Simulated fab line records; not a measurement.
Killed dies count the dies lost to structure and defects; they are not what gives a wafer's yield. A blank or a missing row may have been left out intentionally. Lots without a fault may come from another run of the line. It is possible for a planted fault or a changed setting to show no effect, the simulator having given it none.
The tool behind it: which one? -- flow n5_finfet -- 22 lots with 66 wafers sampled at 6 steps, on a route of 1938 steps

## WHAT THE GAUGES SHOWED, per wafer
Not one reading of a measure or inspect step in the record can be checked against a usual standard deviation.

## WHAT TOOL EACH LOT RAN ON (gives the tool, then ch and the chambers of the sampled wafers, and finally the start)
lot,N5_BEOL_M3_ANNEAL_51,N5_BEOL_M3_CMP_52,N5_BEOL_M3_PRE_CLEAN_60,N5_BEOL_M4_ILD_DEP_00,N5_BEOL_M4_DESCUM_16,N5_BEOL_M4_STRIP_19
L074,"rtp_anneal-01 ch 0, day 7 06:33","cmp-04 ch 0,3, day 7 06:59","cvd_co-02 ch 0,1,2, day 7 07:17","pecvd-03 ch 0,1,2, day 7 07:34","rie_diel-02 ch 1,3, day 7 08:37","rie_diel-02 ch 1,2, day 7 08:59"
L075,"rtp_anneal-02 ch 0, day 7 13:31","cmp-02 ch 0,2,3, day 7 13:47","cvd_co-02 ch 0,2, day 7 14:04","pecvd-04 ch 0,1,2, day 7 14:22","rie_diel-01 ch 0,2,3, day 7 16:05","rie_diel-05 ch 0,2,3, day 7 16:28"
L076,"rtp_anneal-01 ch 0, day 7 18:50","cmp-03 ch 1,2,3, day 7 19:08","cvd_co-02 ch 0,2, day 7 19:28","pecvd-01 ch 0,1,2, day 7 19:46","rie_diel-05 ch 1,2,3, day 7 21:12","rie_diel-05 ch 0,2, day 7 21:34"
L078,"rtp_anneal-02 ch 0, day 8 12:50","cmp-02 ch 2,3, day 8 13:08","cvd_co-02 ch 0,1,2, day 8 13:25","pecvd-04 ch 0,1,2, day 8 13:43","rie_diel-02 ch 0,2,3, day 8 15:28","rie_diel-05 ch 0,3, day 8 15:56"
L079,"rtp_anneal-01 ch 0, day 8 15:55","cmp-04 ch 0,2,3, day 8 16:13","cvd_co-02 ch 1,2, day 8 16:31","pecvd-04 ch 1,2, day 8 16:47","rie_diel-02 ch 0,2,3, day 8 20:18","rie_diel-05 ch 0,2,3, day 8 20:47"
L082,"rtp_anneal-01 ch 0, day 9 05:04","cmp-04 ch 0,1,3, day 9 05:24","cvd_co-02 ch 1,2, day 9 05:41","pecvd-03 ch 1,2, day 9 05:59","rie_diel-05 ch 1,2,3, day 9 06:40","rie_diel-01 ch 1,2,3, day 9 07:02"
L083,"rtp_anneal-02 ch 0, day 9 05:16","cmp-03 ch 0,1,2, day 9 05:34","cvd_co-01 ch 0,2, day 9 05:58","pecvd-03 ch 1,2, day 9 06:15","rie_diel-02 ch 0,1,3, day 9 08:23","rie_diel-02 ch 1,3, day 9 08:52"
L081,"rtp_anneal-01 ch 0, day 9 07:55","cmp-02 ch 0,1,2, day 9 08:10","cvd_co-02 ch 1,2, day 9 08:29","pecvd-01 ch 0,1, day 9 08:47","rie_diel-01 ch 0,1,3, day 9 09:43","rie_diel-05 ch 0,1,3, day 9 10:10"
L084,"rtp_anneal-01 ch 0, day 9 22:17","cmp-02 ch 0,1,3, day 9 22:38","cvd_co-01 ch 0,1,2, day 9 22:55","pecvd-03 ch 0,1, day 9 23:13","rie_diel-01 ch 0,1, day 10 00:37","rie_diel-01 ch 0,3, day 10 01:01"
L085,"rtp_anneal-01 ch 0, day 10 00:08","cmp-02 ch 0,1,2, day 10 00:25","cvd_co-01 ch 1,2, day 10 00:40","pecvd-04 ch 0,1, day 10 01:00","rie_diel-05 ch 0,1,3, day 10 02:38","rie_diel-01 ch 0,1,2, day 10 03:06"
L086,"rtp_anneal-01 ch 0, day 10 18:09","cmp-03 ch 0,2,3, day 10 18:37","cvd_co-02 ch 0,2, day 10 18:56","pecvd-01 ch 0,1, day 10 19:14","rie_diel-05 ch 1,2,3, day 10 21:22","rie_diel-01 ch 0,2,3, day 10 21:47"
L088,"rtp_anneal-01 ch 0, day 10 20:38","cmp-04 ch 0,1,3, day 10 20:58","cvd_co-01 ch 0,1,2, day 10 21:23","pecvd-01 ch 0,1, day 10 21:41","rie_diel-01 ch 0,1,2, day 11 00:28","rie_diel-02 ch 0,1,2, day 11 00:50"
L087,"rtp_anneal-02 ch 0, day 10 23:23","cmp-04 ch 0,1,3, day 10 23:47","cvd_co-01 ch 1,2, day 11 00:02","pecvd-01 ch 0,1,2, day 11 00:19","rie_diel-01 ch 0,2,3, day 11 01:58","rie_diel-01 ch 0,1,2, day 11 02:19"
L089,"rtp_anneal-02 ch 0, day 11 01:16","cmp-04 ch 0,1,2, day 11 01:34","cvd_co-01 ch 1,2, day 11 01:52","pecvd-03 ch 0,2, day 11 02:09","rie_diel-05 ch 0,2,3, day 11 03:59","rie_diel-01 ch 0,2,3, day 11 04:22"
L090,"rtp_anneal-01 ch 0, day 11 07:10","cmp-03 ch 1,2,3, day 11 07:28","cvd_co-01 ch 0,1, day 11 07:47","pecvd-01 ch 0,2, day 11 08:07","rie_diel-05 ch 0,1,3, day 11 09:43","rie_diel-01 ch 2,3, day 11 10:07"
L091,"rtp_anneal-02 ch 0, day 11 09:03","cmp-02 ch 0,1,2, day 11 09:22","cvd_co-01 ch 0,2, day 11 09:41","pecvd-01 ch 1,2, day 11 09:58","rie_diel-01 ch 0,1,3, day 11 11:47","rie_diel-02 ch 2,3, day 11 12:14"
L092,"rtp_anneal-01 ch 0, day 11 14:55","cmp-03 ch 0,2,3, day 11 15:14","cvd_co-02 ch 0,2, day 11 15:27","pecvd-04 ch 1,2, day 11 15:44","rie_diel-02 ch 2,3, day 11 17:29","rie_diel-02 ch 0,2,3, day 11 17:52"
L093,"rtp_anneal-01 ch 0, day 12 04:28","cmp-03 ch 0,1,2, day 12 04:44","cvd_co-02 ch 0,1,2, day 12 04:59","pecvd-03 ch 0,1,2, day 12 05:16","rie_diel-02 ch 2,3, day 12 09:55","rie_diel-01 ch 1,2,3, day 12 10:19"
L095,"rtp_anneal-01 ch 0, day 12 19:07","cmp-02 ch 1,2,3, day 12 19:27","cvd_co-01 ch 0,1,2, day 12 19:45","pecvd-01 ch 1, day 12 20:02","rie_diel-01 ch 0,1,2, day 12 21:44","rie_diel-02 ch 0,3, day 12 22:07"
L094,"rtp_anneal-01 ch 0, day 12 23:19","cmp-04 ch 0,1,3, day 12 23:37","cvd_co-01 ch 1,2, day 12 23:55","pecvd-03 ch 0,1,2, day 13 00:11","rie_diel-01 ch 1,2, day 13 01:38","rie_diel-05 ch 1,2,3, day 13 02:00"
L096,"rtp_anneal-02 ch 0, day 13 04:32","cmp-03 ch 0,2,3, day 13 04:50","cvd_co-02 ch 0,1,2, day 13 05:10","pecvd-01 ch 0,2, day 13 05:28","rie_diel-05 ch 0,1,3, day 13 06:40","rie_diel-02 ch 0,1,3, day 13 07:01"
L097,"rtp_anneal-02 ch 0, day 13 16:38","cmp-02 ch 1,2,3, day 13 17:23","cvd_co-02 ch 0,1, day 13 17:48","pecvd-03 ch 0,1,2, day 13 18:05","rie_diel-01 ch 1,2,3, day 13 20:35","rie_diel-05 ch 0,1, day 13 20:56"
- N5_BEOL_M3_ANNEAL_51: time 90 s.
- N5_BEOL_M3_CMP_52: polishes, stops on SiOC, t overpolish 6.8 s, target thk 40 nm.
- N5_BEOL_M3_PRE_CLEAN_60: time 15 s.
- N5_BEOL_M4_ILD_DEP_00: deposits SiOC from DEMS/O2, target thk 79 nm, time 15.3 s.
- N5_BEOL_M4_DESCUM_16: chemistry O2, time 7 s.
- N5_BEOL_M4_STRIP_19: strips in O2.

## AS READ BY THE TOOLS THEMSELVES (means over the sampled wafers that have a number; for cases with no such wafer, the mark the record gives instead)
N5_BEOL_M3_ANNEAL_51.
lot,tool,anneal_temp_c_max,wafer_temp_C_max
L074,rtp_anneal-01,225.98,226.27
L075,rtp_anneal-02,225.31,225.88
L076,rtp_anneal-01,225.79,226.08
L078,rtp_anneal-02,225.87,225.94
L079,rtp_anneal-01,225.61,226.11
L082,rtp_anneal-01,226.04,225.97
L083,rtp_anneal-02,225.61,225.59
L081,rtp_anneal-01,225.93,225.93
L084,rtp_anneal-01,226.16,226.18
L085,rtp_anneal-01,225.61,226.18
L086,rtp_anneal-01,225.92,226.07
L088,rtp_anneal-01,225.94,226.18
L087,rtp_anneal-02,226.03,225.95
L089,rtp_anneal-02,225.70,225.67
L090,rtp_anneal-01,225.95,226.15
L091,rtp_anneal-02,225.54,226.06
L092,rtp_anneal-01,226.11,225.84
L093,rtp_anneal-01,226.13,225.99
L095,rtp_anneal-01,226.12,226.20
L094,rtp_anneal-01,225.92,226.33
L096,rtp_anneal-02,225.69,225.82
L097,rtp_anneal-02,225.65,226.00

N5_BEOL_M3_CMP_52.
lot,tool,barrier_field_endpoint_s (s),clearing_platen_rpm (rpm),motor_current_A (A),overpolish_run_s (s),pad_life_wafers,time_to_endpoint_s (s)
L074,cmp-04,24.7,50.002,6.1,6.804,1880,65.1
L075,cmp-02,25.3,50.003,5.8,6.793,920,63.9
L076,cmp-03,24.8,50.009,6.4,6.802,73,61.4
L078,cmp-02,25.0,50.002,5.6,6.804,1111,61.7
L079,cmp-04,24.8,50.002,6.1,6.792,152,64.3
L082,cmp-04,25.1,50.005,6.1,6.806,248,63.0
L083,cmp-03,25.1,49.977,6.3,6.799,361,65.7
L081,cmp-02,24.7,50.009,6.2,6.793,1274,64.6
L084,cmp-02,25.0,49.986,5.9,6.799,1388,61.1
L085,cmp-02,25.2,49.991,6.4,6.798,1400,61.0
L086,cmp-03,24.8,50.002,6.4,6.799,674,62.5
L088,cmp-04,24.3,49.985,6.1,6.805,613,60.0
L087,cmp-04,24.9,50.009,6.2,6.798,626,64.2
L089,cmp-04,24.3,50.011,6.1,6.800,638,63.3
L090,cmp-03,25.1,50.002,6.5,6.795,823,63.4
L091,cmp-02,25.2,49.998,6.2,6.809,1615,66.0
L092,cmp-03,24.1,49.992,6.5,6.792,903,63.3
L093,cmp-03,24.8,49.978,6.5,6.795,969,63.7
L095,cmp-02,23.7,49.995,6.0,6.799,1910,60.2
L094,cmp-04,24.8,49.996,6.2,6.804,896,63.3
L096,cmp-03,25.1,50.003,6.4,6.797,1154,61.4
L097,cmp-02,24.8,49.990,6.2,6.799,2102,61.8

N5_BEOL_M3_PRE_CLEAN_60.
lot,tool,heater_power_w (W),rf_fwd_power_W (W)
L074,cvd_co-02,99,296.6
L075,cvd_co-02,96,296.6
L076,cvd_co-02,87,297.0
L078,cvd_co-02,100,296.5
L079,cvd_co-02,102,297.1
L082,cvd_co-02,92,296.5
L083,cvd_co-01,87,296.2
L081,cvd_co-02,104,295.8
L084,cvd_co-01,85,297.1
L085,cvd_co-01,92,297.0
L086,cvd_co-02,86,296.7
L088,cvd_co-01,86,296.7
L087,cvd_co-01,94,296.4
L089,cvd_co-01,94,297.3
L090,cvd_co-01,82,296.7
L091,cvd_co-01,88,296.7
L092,cvd_co-02,97,297.4
L093,cvd_co-02,102,296.8
L095,cvd_co-01,85,297.1
L094,cvd_co-01,95,295.1
L096,cvd_co-02,102,297.0
L097,cvd_co-02,109,296.1

N5_BEOL_M4_ILD_DEP_00.
lot,tool,heater_power_w (W),rf_fwd_power_W (W),showerhead_plenum_p_Torr (Torr),susceptor_temp_C (C),throttle_valve_pct (%)
L074,pecvd-03,548,493.3,5.699,349.92,11.9
L075,pecvd-04,613,493.6,5.691,349.91,12.0
L076,pecvd-01,457,491.7,5.696,349.82,12.7
L078,pecvd-04,558,494.3,5.699,349.91,12.1
L079,pecvd-04,610,492.9,5.686,350.02,11.8
L082,pecvd-03,535,493.6,5.692,350.32,12.0
L083,pecvd-03,528,493.5,5.677,349.94,12.1
L081,pecvd-01,363,491.3,5.690,350.04,13.0
L084,pecvd-03,575,491.1,5.695,350.00,12.0
L085,pecvd-04,646,494.0,5.681,350.07,12.4
L086,pecvd-01,424,491.6,5.694,350.19,12.9
L088,pecvd-01,389,491.3,5.692,349.85,12.7
L087,pecvd-01,432,490.7,5.700,350.01,12.6
L089,pecvd-03,511,494.4,5.693,350.10,11.5
L090,pecvd-01,467,495.3,5.695,350.04,12.0
L091,pecvd-01,451,492.5,5.711,350.09,13.0
L092,pecvd-04,607,493.8,5.687,350.16,11.8
L093,pecvd-03,543,493.1,5.686,349.99,11.7
L095,pecvd-01,443,491.5,5.707,350.16,13.5
L094,pecvd-03,546,493.3,5.685,350.13,11.8
L096,pecvd-01,457,491.7,5.701,350.11,12.2
L097,pecvd-03,537,492.2,5.696,349.90,11.9

N5_BEOL_M4_DESCUM_16.
lot,tool,drypump_motor_current_A (A),oes_product_au (a.u.),rf_fwd_power_W (W),rf_vpp_V (V),showerhead_plenum_p_Torr (Torr),throttle_valve_pct (%)
L074,rie_diel-02,5.7,0.73,49.39,242.9,2.06,20.49
L075,rie_diel-01,5.5,0.81,49.52,242.3,2.09,20.48
L076,rie_diel-05,5.8,0.80,49.37,243.2,2.11,20.47
L078,rie_diel-02,5.9,0.82,49.58,244.4,2.14,20.45
L079,rie_diel-02,5.9,0.83,49.57,244.9,2.14,20.45
L082,rie_diel-05,5.8,0.80,49.34,243.4,2.11,20.48
L083,rie_diel-02,5.9,0.77,49.53,242.2,2.08,20.51
L081,rie_diel-01,5.5,0.77,49.49,243.6,2.13,20.51
L084,rie_diel-01,5.2,0.71,49.38,244.3,2.14,20.78
L085,rie_diel-05,6.0,0.76,49.21,242.8,2.10,20.56
L086,rie_diel-05,5.8,0.78,49.21,243.7,2.10,20.50
L088,rie_diel-01,5.2,0.84,49.48,242.8,2.09,20.59
L087,rie_diel-01,5.5,0.78,49.49,243.0,2.08,20.52
L089,rie_diel-05,5.8,0.79,49.38,242.9,2.10,20.51
L090,rie_diel-05,6.0,0.76,49.35,242.9,2.09,20.58
L091,rie_diel-01,5.5,0.85,49.58,243.3,2.12,20.40
L092,rie_diel-02,5.7,0.75,49.67,243.7,2.11,20.48
L093,rie_diel-02,6.0,0.78,49.64,244.6,2.16,20.47
L095,rie_diel-01,5.2,0.80,49.80,242.6,2.08,20.63
L094,rie_diel-01,5.3,0.85,49.69,243.6,2.11,20.64
L096,rie_diel-05,6.0,0.74,49.27,242.6,2.09,20.61
L097,rie_diel-01,5.6,0.82,49.65,243.3,2.10,20.57

N5_BEOL_M4_STRIP_19.
lot,tool,drypump_motor_current_A (A),oes_product_au (a.u.),rf_vpp_V (V),showerhead_plenum_p_Torr (Torr),throttle_valve_pct (%)
L074,rie_diel-02,6.3,0.85,3.3,2.18,16.63
L075,rie_diel-05,5.8,0.83,3.6,2.12,16.69
L076,rie_diel-05,5.5,0.85,3.8,2.13,16.75
L078,rie_diel-05,6.0,0.80,3.8,2.11,16.76
L079,rie_diel-05,5.8,0.81,3.9,2.11,16.71
L082,rie_diel-01,5.6,0.77,3.9,2.11,16.89
L083,rie_diel-02,5.7,0.72,3.6,2.06,16.80
L081,rie_diel-05,6.0,0.77,4.3,2.10,16.79
L084,rie_diel-01,5.4,0.79,3.8,2.11,16.58
L085,rie_diel-01,5.2,0.73,3.5,2.09,16.98
L086,rie_diel-01,5.5,0.78,3.5,2.08,16.75
L088,rie_diel-02,6.2,0.78,3.3,2.14,16.74
L087,rie_diel-01,5.2,0.83,3.5,2.09,16.83
L089,rie_diel-01,5.5,0.78,3.6,2.08,16.77
L090,rie_diel-01,5.5,0.78,3.8,2.06,16.89
L091,rie_diel-02,6.0,0.80,3.8,2.17,16.67
L092,rie_diel-02,5.9,0.79,3.9,2.14,16.72
L093,rie_diel-01,5.6,0.84,3.4,2.10,16.76
L095,rie_diel-02,5.7,0.78,3.3,2.10,16.78
L094,rie_diel-05,5.8,0.77,3.1,2.10,16.81
L096,rie_diel-02,5.9,0.82,3.7,2.07,16.70
L097,rie_diel-05,5.8,0.73,3.6,2.10,16.97

## THE ANSWER, worked out from the rows above alone
Rule: what is usual is taken from the lots themselves. Put in order of their means at a reading, lots are off if they are a third of the lots or fewer, leave a main group of 4 or more, and stand apart from it by a gap of 3 or more times the standard deviation of the main group's means; of several such gaps the widest counts. The tables above print the reading to a certain number of digits; a main group whose means all agree to those digits is not used. A lot without any number at a reading at which 4 lots or more have one is off too. All remaining lots with rows at the step are treated as sound. The gauges are gone through in route order, then the tools' own readings, and for those a lot's mean is taken as printed above. The first step at which some lot is off is used, and at that step the reading that is off furthest; a lot without a number counts as furthest.
Nothing can be told from this: no lot is off at any reading shown.

## WHAT WAS PUT IN BY THE SIMULATOR
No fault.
